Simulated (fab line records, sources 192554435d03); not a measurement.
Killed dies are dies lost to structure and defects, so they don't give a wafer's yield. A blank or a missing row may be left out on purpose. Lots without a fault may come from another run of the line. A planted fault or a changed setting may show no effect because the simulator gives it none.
fab line records | flow n5_finfet
record lots=21 wafers=63 last_day=18
route steps=1938 shown BEOL_M2@863
lots that met no fault: from a run of the same line without faults
start_h: hours from the record's first day to the start of the lot's first wafer shown | wait_h: hours since the lot's step before | " the same as in the row above | L1.1+2: a row that stands for several wafers | - no value, or no start given | * or withheld: withheld | < > ~ a bound
route shown NAME@n: a module of which the file shows steps, and the number in the route of the first | usual: mean/standard deviation of fault-free wafers | same: alike in all rows | chamber/n: place in a boat | sites: the reading at each site | _std_site: their standard deviation | _edge_site: outer sites' mean less inner sites' | radius_mm: how far each site lies from the wafer's centre | mask NAME#n: copy n | behind: the tool/chamber that last shaped the wafer | hold: why the lot was held/for how many hours/how that ended | device: the transistor (n, p or np) that didn't switch | end of line: the same wafers' tests at the end of the route | a step without rows: its recipe alone | killed: dies lost to structure and defects at the first sort, not the wafer's yield | map: a wafer's dies, x killed, . not, _ none there
set.NAME: the setting as run; set.NAME@STEP: as run at that earlier step | model.NAME: the simulator's own value behind a step, which no gauge read
steps of the route over a sample of lots; a table a step, a row a wafer
services: from which hour (start_h, from the record's first day; less than 0 if before it) a tool's chamber was out of use, for how many hours, and why
## steps
# step N5_BEOL_M2_STRIP_66
# recipe chemistry=CF4 resist=SiARC power_w=300 bias_power_w=75 pressure_mtorr=50 cf4_flow_sccm=150 rf_frequency_hz=6e+07
# usual chamber_pressure_mTorr=49.99/0.05 drypump_motor_current_A=5.8/0.47 oes_product_au=0.78/0.083 rf_vpp_V=271.4/1.5 showerhead_plenum_p_Torr=1.80/0.055 throttle_valve_pct=13.53/0.19
# columns lot.wafer tool chamber start_h wait_h chamber_pressure_mTorr drypump_motor_current_A oes_product_au rf_hours_counter_h rf_vpp_V showerhead_plenum_p_Torr throttle_valve_pct
L074.3 rie_diel-04 2 136.37 0.0 49.94 5.6 0.72 209 268.5 1.71 13.79
L074.4 " 3 " " 50.05 6.4 0.90 18 271.4 1.83 13.42
L074.5 " 3 " " 49.96 6.4 0.91 - 271.0 1.83 13.45
L075.2 rie_diel-03 0 140.23 0.0 49.97 5.6 0.74 176 270.9 1.79 13.48
L075.5 " 0 " " 50.04 5.6 0.74 - 270.9 1.79 13.47
L075.6 " 3 " " 49.97 5.7 0.70 - 267.7 1.69 13.87
L076.1 rie_diel-03 3 152.25 0.0 50.04 5.7 0.70 248 267.9 1.69 13.88
L076.4 " 0 " " 50.07 5.6 0.73 181 270.6 1.79 13.50
L076.6 " 0 " " 49.97 5.6 0.73 - 271.3 1.79 13.50
L079.3 rie_diel-03 0 165.04 0.0 50.06 5.6 0.72 187 271.8 1.79 13.51
L079.4 " 0 " " 50.05 5.6 0.73 - 269.5 1.79 13.49
L079.6 " 2 " " 50.03 5.4 0.80 - 272.7 1.80 13.33
L080.3 rie_diel-04 1 167.04 0.0 49.97 6.3 0.67 249 270.0 1.76 13.66
L080.4 " 3 " " 49.97 6.4 0.88 - 271.1 1.82 13.47
L080.5 " 1 " " 49.91 6.3 0.66 - 270.7 1.76 13.65
L078.1 rie_diel-03 1 168.21 0.0 50.03 5.3 0.83 69 271.1 1.83 13.39
L078.2 " 2 " " 50.02 5.5 0.80 96 271.6 1.80 13.34
L078.5 " 0 " " 50.01 5.6 0.72 - 271.2 1.79 13.54
L081.1 rie_diel-03 0 178.59 0.0 49.99 5.6 0.72 193 271.0 1.79 13.53
L081.5 " 0 " " 49.94 5.6 0.72 - 271.4 1.78 13.54
L081.6 " 1 " " 50.04 5.3 0.84 - 272.6 1.83 13.40
L083.2 rie_diel-02 2 186.81 0.0 49.96 5.2 0.70 231 271.8 1.84 13.92
L083.5 " 1 " " 50.03 6.2 0.70 - 270.2 1.84 13.58
L083.6 " 2 " " 49.96 5.2 0.69 - 272.2 1.84 13.95
L084.1 rie_diel-02 3 198.82 0.0 49.94 5.6 0.71 179 269.8 1.77 13.53
L084.3 " 0 " " 49.94 5.3 0.70 209 270.0 1.72 13.59
L084.4 " 1 " " 50.03 6.2 0.70 221 271.6 1.83 13.59
L085.1 rie_diel-04 2 199.03 0.0 50.01 5.6 0.70 237 269.3 1.70 13.86
L085.4 " 0 " " 50.04 6.7 0.92 - 274.0 1.90 13.42
L085.6 " 2 " " 49.99 5.6 0.70 - 271.2 1.70 13.85
L086.1 rie_diel-03 2 214.78 0.0 49.92 5.4 0.78 114 271.4 1.80 13.38
L086.3 " 1 " " 49.94 5.3 0.81 87 270.9 1.82 13.43
L086.5 " 1 " " 49.93 5.3 0.81 - 272.1 1.82 13.40
L087.1 rie_diel-02 3 227.09 0.0 50.09 5.6 0.71 190 271.6 1.77 13.54
L087.4 " 2 " " 49.98 5.2 0.68 245 273.3 1.83 13.97
L087.5 " 3 " " 50.04 5.6 0.72 - 269.7 1.77 13.55
L088.1 rie_diel-03 1 235.59 0.0 49.95 5.3 0.80 92 272.8 1.82 13.44
L088.3 " 2 " " 50.03 5.4 0.77 120 272.6 1.79 13.37
L088.4 " 3 " " 49.97 5.7 0.92 16 274.0 1.89 13.35
L090.1 rie_diel-04 3 236.72 0.0 49.98 6.4 0.84 58 270.9 1.81 13.53
L090.2 " 1 " " 49.98 6.3 0.93 12 272.7 1.76 13.14
L090.5 " 3 " " 50.02 6.4 0.84 - 272.0 1.81 13.54
L092.2 rie_diel-04 3 243.16 0.0 49.98 6.4 0.83 62 272.7 1.81 13.55
L092.3 " 1 " " 49.96 6.3 0.92 15 271.6 1.76 13.16
L092.4 " 0 " " 49.99 6.7 0.87 - 272.7 1.89 13.47
L091.2 rie_diel-02 1 245.54 0.0 49.93 6.2 0.69 237 272.1 1.83 13.63
L091.3 " 3 " " 49.96 5.6 0.70 196 273.7 1.76 13.58
L091.6 " 3 " " 49.99 5.6 0.71 - 270.3 1.76 13.56
L093.1 rie_diel-03 3 249.34 0.0 49.98 5.7 0.90 22 273.4 1.89 13.35
L093.3 " 0 " " 49.95 5.6 0.71 216 270.9 1.78 13.57
L093.6 " 3 " " 49.89 5.7 0.90 - 274.9 1.89 13.38
L094.2 rie_diel-02 3 261.55 0.0 50.04 5.6 0.70 204 271.4 1.76 13.58
L094.3 " 3 " " 50.02 5.6 0.71 - 269.5 1.76 13.58
L094.5 " 1 " " 50.02 6.2 0.69 - 273.3 1.83 13.64
L095.1 rie_diel-03 1 262.36 0.0 49.93 5.3 0.80 103 271.2 1.82 13.46
L095.3 " 2 " " 49.97 5.4 0.76 131 271.1 1.79 13.41
L095.4 " 3 " " 50.05 5.7 0.89 - 271.9 1.89 13.37
L097.1 rie_diel-04 1 271.46 0.0 49.94 6.3 0.89 26 271.8 1.75 13.17
L097.3 " 0 " " 50.05 6.7 0.85 34 273.6 1.89 13.47
L097.5 " 0 " " 49.99 6.7 0.85 - 272.5 1.89 13.49
L096.1 rie_diel-03 2 271.94 0.0 50.02 5.4 0.76 133 271.9 1.79 13.44
L096.3 " 1 " " 50.01 5.3 0.79 105 272.1 1.82 13.46
L096.5 " 0 " " 49.91 5.6 0.71 - 269.8 1.78 13.59
# step N5_BEOL_M2_DESCUM_33
# recipe chemistry=O2 time_s=7 source_power_w=50 bias_power_w=20 pressure_mtorr=20 rf_frequency_hz=2.712e+07 temp_c=40 resist=CAR-EUV o2_flow_sccm=225
# usual chamber_pressure_mTorr=19.999/0.018 drypump_motor_current_A=5.8/0.45 oes_product_au=0.79/0.091 rf_vpp_V=243.4/1.5 showerhead_plenum_p_Torr=2.10/0.075 throttle_valve_pct=20.37/0.17
# columns lot.wafer tool chamber start_h wait_h chamber_pressure_mTorr drypump_motor_current_A oes_product_au rf_hours_counter_h rf_vpp_V showerhead_plenum_p_Torr throttle_valve_pct
L074.3 rie_diel-03 3 137.36 0.2 19.974 5.7 0.70 243 241.3 1.97 20.64
L074.4 " 1 " " 20.024 5.3 0.86 54 243.8 2.13 20.17
L074.5 " 1 " " 19.977 5.3 0.86 - 245.2 2.13 20.18
L075.2 rie_diel-03 3 140.96 0.0 19.987 5.7 0.70 244 242.0 1.97 20.65
L075.5 " 3 " " 20.016 5.7 0.70 - 241.0 1.97 20.64
L075.6 " 2 " " 20.026 5.4 0.81 - 244.2 2.11 20.17
L076.1 rie_diel-04 3 152.96 0.0 19.997 6.4 0.91 25 244.4 2.14 20.45
L076.4 " 0 " " 19.980 6.7 0.68 245 240.5 1.98 20.80
L076.6 " 2 " " 20.016 5.6 0.72 - 241.1 1.97 20.56
L079.3 rie_diel-04 2 165.75 0.0 19.978 5.6 0.71 222 241.2 1.97 20.53
L079.4 " 1 " " 19.963 6.3 0.67 - 244.1 2.07 20.40
L079.6 " 3 " " 20.019 6.4 0.90 - 245.0 2.14 20.46
L080.3 rie_diel-02 0 167.87 0.2 20.012 5.3 0.73 198 240.4 2.01 20.41
L080.4 " 2 " " 19.979 5.2 0.71 225 243.3 2.17 20.83
L080.5 " 3 " " 19.994 5.6 0.74 - 243.7 2.09 20.37
L078.1 rie_diel-04 1 169.00 0.0 19.994 6.3 0.67 250 242.8 2.07 20.41
L078.2 " 3 " " 19.999 6.5 0.90 32 243.9 2.14 20.47
L078.5 " 2 " " 19.993 5.6 0.71 - 241.3 1.97 20.57
L081.1 rie_diel-02 0 179.26 0.0 20.004 5.3 0.72 201 241.0 2.01 20.41
L081.5 " 2 " " 19.999 5.2 0.70 - 244.1 2.17 20.82
L081.6 " 1 " " 19.991 6.2 0.73 - 243.9 2.15 20.30
L083.2 rie_diel-03 2 187.65 0.0 19.984 5.5 0.80 104 242.4 2.10 20.20
L083.5 " 1 " " 19.994 5.3 0.85 - 243.9 2.12 20.20
L083.6 " 0 " " 20.000 5.6 0.73 - 242.7 2.06 20.24
L084.1 rie_diel-04 3 199.61 0.0 19.972 6.4 0.89 45 244.5 2.13 20.48
L084.3 " 2 " " 20.002 5.6 0.71 237 239.9 1.97 20.57
L084.4 " 2 " " 20.035 5.6 0.70 - 240.9 1.97 20.58
L085.1 rie_diel-04 0 199.84 0.0 19.976 6.7 0.93 8 245.6 2.24 20.44
L085.4 " 2 " " 20.018 5.6 0.70 - 241.3 1.97 20.57
L085.6 " 0 " " 19.965 6.7 0.93 - 244.6 2.24 20.44
L086.1 rie_diel-03 0 215.61 0.0 19.994 5.6 0.72 206 243.2 2.06 20.26
L086.3 " 2 " " 20.018 5.4 0.78 115 242.9 2.10 20.24
L086.5 " 3 " " 19.954 5.7 0.95 - 247.0 2.23 20.28
L087.1 rie_diel-04 0 227.88 0.0 20.040 6.7 0.89 17 245.0 2.23 20.44
L087.4 " 3 " " 20.006 6.4 0.86 55 243.2 2.13 20.49
L087.5 " 1 " " 20.018 6.3 0.96 - 242.8 2.06 20.15
L088.1 rie_diel-03 2 236.41 0.0 19.985 5.4 0.78 120 242.7 2.10 20.24
L088.3 " 0 " " 19.994 5.6 0.71 211 242.8 2.06 20.26
L088.4 " 3 " " 19.993 5.7 0.93 16 244.7 2.23 20.27
L090.1 rie_diel-02 0 237.65 0.3 20.034 5.3 0.71 222 241.1 2.00 20.45
L090.2 " 2 " " 20.002 5.2 0.70 248 246.2 2.16 20.85
L090.5 " 1 " " 19.978 6.2 0.70 - 244.4 2.14 20.32
L092.2 rie_diel-03 3 245.08 1.0 19.994 5.7 0.92 20 246.2 2.23 20.28
L092.3 " 2 " " 19.997 5.4 0.78 125 243.7 2.09 20.23
L092.4 " 1 " " 20.001 5.3 0.82 96 243.2 2.11 20.23
L091.2 rie_diel-04 1 246.21 0.0 19.980 6.3 0.94 17 243.0 2.06 20.16
L091.3 " 3 " " 19.996 6.4 0.86 64 243.8 2.12 20.50
L091.6 " 1 " " 20.033 6.3 0.94 - 242.3 2.06 20.16
L093.1 rie_diel-02 3 250.24 0.0 20.002 5.6 0.72 198 243.6 2.08 20.42
L093.3 " 1 " " 19.986 6.2 0.70 239 244.1 2.14 20.32
L093.6 " 0 " " 19.995 5.3 0.70 - 241.1 2.00 20.45
L094.2 rie_diel-03 2 263.20 0.0 19.992 5.4 0.77 131 242.7 2.09 20.25
L094.3 " 3 " " 20.000 5.7 0.90 27 245.5 2.23 20.30
L094.5 " 2 " " 19.994 5.5 0.77 - 243.6 2.09 20.24
L095.1 rie_diel-02 3 263.26 0.0 20.025 5.6 0.70 205 243.1 2.07 20.42
L095.3 " 1 " " 20.009 6.2 0.69 - 245.1 2.13 20.33
L095.4 " 3 " " 20.039 5.6 0.71 - 244.0 2.07 20.43
L097.1 rie_diel-03 2 272.15 0.0 19.983 5.4 0.77 133 244.0 2.09 20.26
L097.3 " 1 " " 20.026 5.3 0.79 105 245.2 2.11 20.23
L097.5 " 2 " " 20.027 5.4 0.77 - 243.5 2.09 20.26
L096.1 rie_diel-04 1 272.60 0.0 20.005 6.3 0.91 26 243.3 2.05 20.15
L096.3 " 0 " " 19.998 6.7 0.87 34 243.9 2.23 20.49
L096.5 " 3 " " 20.008 6.4 0.85 - 241.3 2.12 20.53
# step N5_BEOL_M2_PRE_CLEAN_45
# recipe gas=H2/He time_s=30 temp_c=250
# usual heater_power_w=333/21 susceptor_temp_C=250.01/0.18
# columns lot.wafer tool chamber start_h wait_h heater_power_w susceptor_temp_C
L074.3 pvd_sputter-02 - 138.87 0.0 344 249.98
L074.4 " - " " 311 250.26
L074.5 " - " " 347 249.72
L075.2 pvd_sputter-02 - 142.31 0.0 336 249.74
L075.5 " - " " 343 249.80
L075.6 " - " " 309 249.84
L076.1 pvd_sputter-02 - 157.71 0.0 306 250.06
L076.4 " - " " 340 250.09
L076.6 " - " " 340 250.24
L079.3 pvd_sputter-02 - 174.73 0.0 337 249.87
L079.4 " - " " 343 249.88
L079.6 " - " " 342 249.75
L080.3 pvd_sputter-03 - 178.29 0.0 311 249.94
L080.4 " - " " 352 249.96
L080.5 " - " " 364 249.93
L078.1 pvd_sputter-03 - 178.37 0.0 351 250.39
L078.2 " - " " 315 249.85
L078.5 " - " " 356 250.14
L081.1 pvd_sputter-02 - 182.75 0.0 340 249.90
L081.5 " - " " 302 249.60
L081.6 " - " " 345 250.06
L083.2 pvd_sputter-02 - 189.01 0.0 311 249.99
L083.5 " - " " 346 250.09
L083.6 " - " " 339 250.29
L084.1 pvd_sputter-02 - 206.40 0.0 336 250.21
L084.3 " - " " 330 250.11
L084.4 " - " " 304 250.18
L085.1 pvd_sputter-02 - 206.78 0.0 305 249.95
L085.4 " - " " 347 249.99
L085.6 " - " " 338 250.07
L086.1 pvd_sputter-03 - 217.23 0.0 352 249.76
L086.3 " - " " 318 250.05
L086.5 " - " " 361 250.13
L087.1 pvd_sputter-03 - 230.02 0.0 359 249.85
L087.4 " - " " 324 249.82
L087.5 " - " " 321 250.00
L088.1 pvd_sputter-02 - 241.07 0.0 340 249.86
L088.3 " - " " 342 249.93
L088.4 " - " " 303 250.33
L090.1 pvd_sputter-03 - 242.74 0.0 313 249.93
L090.2 " - " " 321 249.94
L090.5 " - " " 351 249.74
L092.2 pvd_sputter-02 - 249.05 0.0 341 250.00
L092.3 " - " " 300 249.68
L092.4 " - " " 347 249.90
L091.2 pvd_sputter-01 - 249.14 0.0 295 249.98
L091.3 " - " " 278 250.30
L091.6 " - " " 339 250.15
L093.1 pvd_sputter-02 - 254.04 0.0 338 250.06
L093.3 " - " " 341 250.09
L093.6 " - " " 308 249.77
L094.2 pvd_sputter-02 - 266.38 0.0 341 250.01
L094.3 " - " " 349 249.90
L094.5 " - " " 355 249.93
L095.1 pvd_sputter-01 - 271.36 0.0 353 250.20
L095.3 " - " " 287 250.17
L095.4 " - " " 339 250.16
L097.1 pvd_sputter-02 - 277.00 0.0 337 249.90
L097.3 " - " " 336 250.04
L097.5 " - " " 338 250.03
L096.1 pvd_sputter-02 - 282.04 0.0 340 249.69
L096.3 " - " " 294 250.09
L096.5 " - " " 309 250.07
# step N5_BEOL_M2_SPUTTER_48
# recipe material=Cu target_thk_a=45 temp_c=-20 chamber_pressure_pa=0.07 power_w=withheld time_s=8.29
# usual chamber_pressure_pa=0.06997/0.00013 chuck_sensor_temp_C=-15.95/0.27 substrate_temp_c=-19.99/0.1 susceptor_temp_C=-19.99/0.1 throttle_valve_pct=30.0/1.1
# columns lot.wafer tool chamber start_h wait_h chamber_pressure_pa chuck_sensor_temp_C substrate_temp_c susceptor_temp_C throttle_valve_pct
L074.3 pvd_sputter-03 - 139.45 0.1 0.06982 -15.92 -20.03 -19.83 28.9
L074.4 " - " " 0.07002 -15.78 -19.91 -19.84 28.7
L074.5 " - " " 0.06994 -15.52 -19.95 -19.91 30.7
L075.2 pvd_sputter-02 - 142.93 0.2 0.07012 -15.65 -19.85 -19.85 29.0
L075.5 " - " " 0.06999 -15.56 -19.96 -19.96 30.3
L075.6 " - " " 0.07013 -16.13 -19.92 -20.08 29.8
L076.1 pvd_sputter-02 - 159.95 1.7 0.06976 -15.77 -20.19 -20.08 29.1
L076.4 " - " " 0.07006 -15.62 -20.02 -20.14 30.4
L076.6 " - " " 0.06986 -15.82 -20.12 -20.20 29.3
L079.3 pvd_sputter-03 - 175.27 0.1 0.06987 -15.81 -19.86 -19.81 28.9
L079.4 " - " " 0.06996 -16.08 -20.03 -19.89 29.1
L079.6 " - " " 0.06982 -15.85 -20.09 -20.08 29.0
L080.3 pvd_sputter-03 - 179.13 0.4 0.07 -15.68 -20.02 -20.07 30.9
L080.4 " - " " 0.07007 -15.91 -19.95 -19.88 29.0
L080.5 " - " " 0.0699 -16.12 -19.93 -20.09 29.1
L078.1 pvd_sputter-01 - 180.64 1.5 0.06982 -15.91 -19.97 -19.95 30.2
L078.2 " - " " 0.06992 -16.15 -19.84 -19.95 28.4
L078.5 " - " " 0.06987 -16.46 -19.85 -19.89 30.1
L081.1 pvd_sputter-02 - 183.59 0.3 0.06972 -16.06 -20.05 -19.93 30.0
L081.5 " - " " 0.06977 -16.06 -20.12 -20.16 30.5
L081.6 " - " " 0.06997 -16.38 -20.02 -20.08 32.4
L083.2 pvd_sputter-03 - 189.85 0.2 0.06992 -15.80 -20.04 -20.06 28.6
L083.5 " - " " 0.06969 -15.52 -20.02 -19.94 31.0
L083.6 " - " " 0.06997 -15.84 -19.91 -20.01 28.9
L084.1 pvd_sputter-02 - 206.92 0.1 0.07 -15.65 -20.12 -19.88 30.2
L084.3 " - " " 0.07002 -15.86 -20.02 -19.96 29.3
L084.4 " - " " 0.06996 -15.99 -19.94 -20.06 29.9
L085.1 pvd_sputter-01 - 207.73 0.3 0.06999 -16.05 -19.89 -19.97 28.1
L085.4 " - " " 0.06991 -16.25 -20.03 -19.94 30.4
L085.6 " - " " 0.06975 -16.49 -20.01 -19.88 30.1
L086.1 pvd_sputter-03 - 219.61 0.1 0.06987 -15.93 -19.99 -19.95 29.4
L086.3 " - " " 0.06984 -15.96 -20.00 -20.20 29.0
L086.5 " - " " 0.06993 -15.91 -19.95 -20.08 29.3
L087.1 pvd_sputter-02 - 230.76 0.2 0.07001 -16.50 -20.05 -19.92 32.0
L087.4 " - " " 0.06971 -15.83 -19.91 -20.05 29.3
L087.5 " - " " 0.06983 -16.05 -20.16 -19.97 29.9
L088.1 pvd_sputter-02 - 241.81 0.2 0.0701 -15.87 -19.99 -20.10 29.3
L088.3 " - " " 0.06982 -16.49 -20.09 -20.03 32.4
L088.4 " - " " 0.06977 -16.09 -19.95 -19.95 29.8
L090.1 pvd_sputter-03 - 243.50 0.3 0.06988 -16.12 -20.18 -19.97 28.7
L090.2 " - " " 0.0701 -15.63 -19.91 -20.04 31.0
L090.5 " - " " 0.07 -15.58 -19.85 -20.07 31.0
L092.2 pvd_sputter-03 - 249.85 0.3 0.06993 -16.08 -19.93 -19.81 29.2
L092.3 " - " " 0.07012 -15.61 -19.99 -20.02 30.9
L092.4 " - " " 0.07004 -15.99 -19.97 -19.93 28.8
L091.2 pvd_sputter-03 - 251.69 2.0 0.06994 -16.02 -19.91 -20.16 29.0
L091.3 " - " " 0.07009 -15.51 -20.10 -19.99 30.9
L091.6 " - " " 0.0699 -15.49 -20.08 -19.99 31.1
L093.1 pvd_sputter-02 - 254.55 0.1 0.07003 -15.90 -19.92 -20.17 29.9
L093.3 " - " " 0.0701 -15.79 -20.05 -19.94 29.2
L093.6 " - " " 0.07003 -16.53 -19.99 -19.93 32.1
L094.2 pvd_sputter-02 - 268.77 1.5 0.06975 -16.07 -19.92 -20.17 29.9
L094.3 " - " " 0.06992 -15.82 -19.78 -19.97 30.2
L094.5 " - " " 0.07001 -15.82 -20.00 -20.03 29.4
L095.1 pvd_sputter-02 - 272.07 0.2 0.06988 -16.25 -19.95 -19.95 29.9
L095.3 " - " " 0.07002 -16.37 -19.86 -19.91 32.2
L095.4 " - " " 0.06994 -15.76 -20.07 -20.07 30.4
L097.1 pvd_sputter-01 - 279.45 1.7 0.06996 -16.11 -20.08 -19.94 28.2
L097.3 " - " " 0.07005 -16.38 -19.82 -19.96 30.0
L097.5 " - " " 0.06982 -16.42 -20.00 -19.94 30.3
L096.1 pvd_sputter-03 - 282.72 0.1 0.07011 -15.63 -19.89 -19.84 28.5
L096.3 " - " " 0.06992 -15.53 -20.13 -19.81 30.9
L096.5 " - " " 0.07028 -15.82 -20.04 -20.00 29.3
# step N5_BEOL_M2_SPUTTER_90
# recipe material=Cu target_thk_a=45 temp_c=-20 chamber_pressure_pa=0.07 power_w=withheld time_s=8.29
# usual chamber_pressure_pa=0.07/0.00014 chuck_sensor_temp_C=-15.94/0.29 substrate_temp_c=-20.01/0.1 susceptor_temp_C=-19.99/0.1 throttle_valve_pct=30.0/1.2
# columns lot.wafer tool chamber start_h wait_h chamber_pressure_pa chuck_sensor_temp_C substrate_temp_c susceptor_temp_C throttle_valve_pct
L074.3 pvd_sputter-03 - 140.55 0.1 0.07014 -15.82 -20.10 -20.02 28.9
L074.4 " - " " 0.07003 -15.77 -20.00 -19.99 28.5
L074.5 " - " " 0.07003 -15.53 -20.01 -20.03 31.0
L075.2 pvd_sputter-02 - 144.03 0.1 0.07006 -15.77 -20.05 -20.04 29.1
L075.5 " - " " 0.06994 -15.58 -20.00 -20.20 30.7
L075.6 " - " " 0.06983 -16.15 -19.85 -19.99 29.7
L076.1 pvd_sputter-02 - 161.05 0.1 0.06985 -16.03 -20.11 -19.97 29.2
L076.4 " - " " 0.06975 -15.66 -19.97 -20.03 30.4
L076.6 " - " " 0.07014 -15.87 -19.86 -20.02 29.2
L079.3 pvd_sputter-03 - 176.37 0.1 0.07011 -15.66 -20.06 -20.13 28.7
L079.4 " - " " 0.07001 -15.88 -19.89 -19.99 28.9
L079.6 " - " " 0.06996 -16.11 -20.02 -20.08 28.8
L080.3 pvd_sputter-03 - 180.23 0.1 0.07043 -15.62 -19.93 -20.05 30.9
L080.4 " - " " 0.07003 -16.18 -20.12 -20.03 28.7
L080.5 " - " " 0.06999 -16.01 -19.96 -19.99 29.5
L078.1 pvd_sputter-01 - 181.74 0.1 0.07009 -15.80 -19.87 -19.95 30.5
L078.2 " - " " 0.07016 -16.00 -19.93 -19.87 28.2
L078.5 " - " " 0.07011 -16.58 -19.89 -20.07 30.1
L081.1 pvd_sputter-02 - 184.69 0.1 0.07001 -16.17 -20.00 -19.95 30.0
L081.5 " - " " 0.07011 -16.16 -20.12 -19.80 30.0
L081.6 " - " " 0.07006 -16.35 -20.14 -20.01 32.6
L083.2 pvd_sputter-03 - 190.95 0.1 0.06992 -15.83 -20.22 -20.08 28.8
L083.5 " - " " 0.07011 -15.48 -20.18 -19.89 31.1
L083.6 " - " " 0.06982 -15.84 -20.01 -19.82 29.1
L084.1 pvd_sputter-02 - 208.02 0.1 0.06991 -15.59 -19.89 -19.97 30.3
L084.3 " - " " 0.06991 -15.81 -20.02 -20.07 29.2
L084.4 " - " " 0.07001 -16.12 -19.81 -19.97 29.7
L085.1 pvd_sputter-01 - 208.83 0.1 0.06996 -15.90 -20.00 -20.08 28.2
L085.4 " - " " 0.07026 -16.21 -20.04 -20.16 29.6
L085.6 " - " " 0.06994 -16.29 -20.01 -20.04 30.0
L086.1 pvd_sputter-03 - 220.71 0.1 0.07013 -15.89 -20.04 -19.98 29.2
L086.3 " - " " 0.0701 -15.83 -19.98 -19.92 28.6
L086.5 " - " " 0.06975 -16.12 -20.05 -19.93 29.2
L087.1 pvd_sputter-02 - 231.86 0.1 0.0699 -16.37 -20.03 -19.94 32.2
L087.4 " - " " 0.06997 -15.76 -19.91 -20.02 29.2
L087.5 " - " " 0.07013 -16.06 -20.01 -19.76 29.8
L088.1 pvd_sputter-02 - 242.91 0.1 0.06997 -15.75 -20.10 -19.83 29.3
L088.3 " - " " 0.06998 -16.39 -20.08 -20.02 32.3
L088.4 " - " " 0.06992 -15.98 -20.12 -20.11 30.2
L090.1 pvd_sputter-03 - 244.60 0.1 0.07005 -16.01 -19.86 -20.05 28.8
L090.2 " - " " 0.06988 -15.57 -20.22 -20.05 31.0
L090.5 " - " " 0.06974 -15.58 -20.01 -20.09 30.9
L092.2 pvd_sputter-03 - 250.95 0.1 0.0701 -15.91 -20.28 -19.92 29.5
L092.3 " - " " 0.07011 -15.52 -20.06 -19.93 31.0
L092.4 " - " " 0.07012 -15.97 -20.09 -20.04 28.9
L091.2 pvd_sputter-03 - 252.79 0.1 0.06995 -15.92 -20.04 -20.12 28.9
L091.3 " - " " 0.0699 -15.40 -20.00 -20.02 31.1
L091.6 " - " " 0.07012 -15.68 -19.96 -20.03 31.1
L093.1 pvd_sputter-02 - 255.65 0.1 0.07014 -16.24 -20.01 -19.84 29.9
L093.3 " - " " 0.07 -15.88 -19.88 -20.13 29.2
L093.6 " - " " 0.06976 -16.42 -19.96 -19.91 32.1
L094.2 pvd_sputter-02 - 269.87 0.1 0.07016 -15.98 -19.94 -19.91 29.8
L094.3 " - " " 0.07011 -15.53 -20.15 -19.88 30.1
L094.5 " - " " 0.06998 -15.72 -19.79 -19.83 29.1
L095.1 pvd_sputter-02 - 273.24 0.1 0.07017 -16.05 -20.17 -19.98 29.7
L095.3 " - " " 0.06991 -16.29 -19.96 -20.18 32.3
L095.4 " - " " 0.06989 -15.64 -19.89 -20.01 30.4
L097.1 pvd_sputter-01 - 280.55 0.1 0.07026 -15.95 -20.01 -19.81 28.1
L097.3 " - " " 0.06982 -16.42 -19.89 -20.04 30.2
L097.5 " - " " 0.07004 -16.49 -20.06 -19.90 29.8
L096.1 pvd_sputter-03 - 283.82 0.1 0.0701 -15.81 -20.20 -19.93 28.7
L096.3 " - " " 0.07002 -15.64 -19.93 -19.95 31.3
L096.5 " - " " 0.06985 -15.95 -20.10 -19.93 29.3
# step N5_BEOL_M2_THK_MEAS_53
# recipe thk_meas_gauge=xrf reads=Cu_of_BEOL_M2_ECD_50
# usual M2_THK=40.0/1.2
# columns lot.wafer tool chamber start_h wait_h M2_THK[nm]
L074.3 film_metro-02 - 142.00 - 41.6
L074.4 " - " " 40.3
L074.5 " - " " 39.0
L075.2 film_metro-01 - 145.58 - 41.0
L075.5 " - " " 39.2
L075.6 " - " " 41.0
L076.1 film_metro-02 - 162.49 - 41.7
L076.4 " - " " 39.7
L076.6 " - " " 40.1
L079.3 film_metro-01 - 177.82 - 42.2
L079.4 " - " " 40.4
L079.6 " - " " 40.4
L080.3 film_metro-02 - 181.68 - 39.2
L080.4 " - " " 40.3
L080.5 " - " " 40.6
L078.1 film_metro-01 - 183.20 - 41.1
L078.2 " - " " 40.8
L078.5 " - " " 40.7
L081.1 film_metro-01 - 186.13 - 40.0
L081.5 " - " " 39.4
L081.6 " - " " 36.9
L083.2 film_metro-01 - 192.67 - 40.9
L083.5 " - " " 41.2
L083.6 " - " " 37.9
L084.1 film_metro-02 - 209.47 - 40.2
L084.3 " - " " 37.6
L084.4 " - " " 39.3
L085.1 film_metro-01 - 210.34 - 39.9
L085.4 " - " " 38.9
L085.6 " - " " 39.9
L086.1 film_metro-01 - 222.16 - 37.9
L086.3 " - " " 41.8
L086.5 " - " " 39.1
L087.1 film_metro-01 - 233.31 - 40.6
L087.4 " - " " 39.9
L087.5 " - " " 40.2
L088.1 film_metro-02 - 244.55 - 39.9
L088.3 " - " " 39.8
L088.4 " - " " 40.4
L090.1 film_metro-01 - 246.14 - 40.6
L090.2 " - " " 39.4
L090.5 " - " " 39.7
L092.2 film_metro-02 - 252.39 - 42.3
L092.3 " - " " 42.4
L092.4 " - " " 44.2
L091.2 film_metro-01 - 254.48 - 37.7
L091.3 " - " " 37.9
L091.6 " - " " 38.2
L093.1 film_metro-01 - 257.09 - 40.9
L093.3 " - " " 38.3
L093.6 " - " " 38.8
L094.2 film_metro-01 - 271.31 - 38.2
L094.3 " - " " 39.9
L094.5 " - " " 38.0
L095.1 film_metro-01 - 274.96 - 40.0
L095.3 " - " " 42.2
L095.4 " - " " 40.9
L097.1 film_metro-02 - 282.00 - 41.6
L097.3 " - " " 40.4
L097.5 " - " " 40.6
L096.1 film_metro-02 - 285.33 - 40.3
L096.3 " - " " 40.1
L096.5 " - " " 40.4
## services
# columns tool chamber start_h hours kind
pvd_sputter-01 - 137.17 2.2 repair
rie_diel-02 - 145.40 4.3 pm
rie_diel-03 3 158.12 - clean
rie_diel-03 3 158.12 - consumable_replace:focus_ring
rie_diel-03 3 158.12 - consumable_replace:showerhead
rie_diel-03 3 158.12 16.4 scheduled_down
rie_diel-03 3 158.12 16.4 vent_cycle
rie_diel-02 - 163.03 3.2 repair
rie_diel-04 0 165.28 - clean
rie_diel-04 0 165.28 - consumable_replace:focus_ring
rie_diel-04 0 165.28 - consumable_replace:showerhead
rie_diel-04 0 165.28 18.7 scheduled_down
rie_diel-04 0 165.28 18.7 vent_cycle
rie_diel-04 1 184.08 - clean
rie_diel-04 1 184.08 - consumable_replace:focus_ring
rie_diel-04 1 184.08 16.1 scheduled_down
rie_diel-04 1 184.08 16.1 vent_cycle
rie_diel-03 3 189.80 9.6 repair
rie_diel-03 - 219.02 2.8 pm
pvd_sputter-01 - 231.67 2.2 repair
rie_diel-04 2 235.93 - clean
pvd_sputter-01 - 236.50 2.7 repair
rie_diel-03 0 259.75 6.6 repair
rie_diel-02 0 261.10 2.4 repair
## key
fault none
